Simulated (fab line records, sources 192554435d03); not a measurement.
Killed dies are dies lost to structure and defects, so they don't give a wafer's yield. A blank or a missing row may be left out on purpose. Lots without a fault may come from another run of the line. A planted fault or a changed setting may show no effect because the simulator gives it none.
Chamber matching | flow n5_finfet | N5_STI_FIN_REVEAL_ALD_14 on ald_sin-04: 4 sister chambers
The step deposits Si3N4, target thk 3 nm. 4 wafers are shown with their chamber, then 10 later ones without.

WAFERS WITH THEIR CHAMBER
wafer  | chamber | heater_power_w (W)
L087.4 | 3       | 869
L090.2 | 2       | 673
L091.1 | 1       | 850
L091.3 | 0       | 897

WAFERS WITHOUT THEIR CHAMBER
wafer  | heater_power_w (W)
L091.6 | 858
L094.1 | 885
L094.2 | 843
L094.5 | 867
L096.1 | 683
L096.2 | 831
L096.6 | 919
L097.1 | 900
L097.3 | 695
L097.5 | 903

WHICH CHAMBER EACH WENT THROUGH
wafer  | from the rows above          | in truth
L091.6 | can't be placed: 1 or 3      | 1
L094.1 | can't be placed: 0 or 3 or 1 | 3
L094.2 | can't be placed: 1 or 3      | 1
L094.5 | can't be placed: 3 or 1      | 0
L096.1 | 2                            | 2
L096.2 | can't be placed: 1 or 3      | 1
L096.6 | 0                            | 0
L097.1 | 0                            | 0
L097.3 | 2                            | 2
L097.5 | 0                            | 0
Placed correctly: 5 of 10. Can't be placed from these rows: 5 (the true chamber is among the candidates in 4). Placed wrongly: 0.
How it was worked out, from the rows above alone: a wafer's distance from a chamber is the root of the sum, over the readings, of the square of ((its reading less the chamber's mean) divided by the reading's scatter). The wafer belongs to the nearest chamber; if the next one is less than 2 further off, it can't be placed. A chamber's mean is the mean of its shown wafers. The scatter: with one shown wafer a chamber, the root of the mean of the squares of how far each hidden wafer lies from its nearest shown one.
